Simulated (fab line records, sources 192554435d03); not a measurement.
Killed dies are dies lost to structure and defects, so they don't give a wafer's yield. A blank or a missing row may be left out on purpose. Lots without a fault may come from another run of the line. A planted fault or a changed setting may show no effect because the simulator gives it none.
Chamber matching | flow n5_finfet | N5_BEOL_M6_STRIP_19 on rie_diel-01: 4 sister chambers
The step strips in O2. 4 wafers are shown with their chamber, then 9 later ones without.

WAFERS WITH THEIR CHAMBER
wafer  | chamber | drypump_motor_current_A (A)
L077.6 | 0       | 6.2
L084.1 | 3       | 5.1
L084.3 | 1       | 6.4
L084.4 | 2       | 5.4

WAFERS WITHOUT THEIR CHAMBER
wafer  | drypump_motor_current_A (A)
L087.1 | 6.5
L087.2 | 6.2
L087.5 | 5.4
L086.2 | 6.2
L086.4 | 5.1
L086.5 | 6.5
L076.3 | 6.2
L076.4 | 5.1
L076.6 | 6.4

WHICH CHAMBER EACH WENT THROUGH
wafer  | from the rows above | in truth
L087.1 | 1                   | 1
L087.2 | 0                   | 0
L087.5 | 2                   | 2
L086.2 | 0                   | 0
L086.4 | 3                   | 3
L086.5 | 1                   | 1
L076.3 | 0                   | 0
L076.4 | 3                   | 3
L076.6 | 1                   | 1
Placed correctly: 9 of 9. Can't be placed from these rows: 0. Placed wrongly: 0.
How it was worked out, from the rows above alone: a wafer's distance from a chamber is the root of the sum, over the readings, of the square of ((its reading less the chamber's mean) divided by the reading's scatter). The wafer belongs to the nearest chamber; if the next one is less than 2 further off, it can't be placed. A chamber's mean is the mean of its shown wafers. The scatter: with one shown wafer a chamber, the root of the mean of the squares of how far each hidden wafer lies from its nearest shown one.
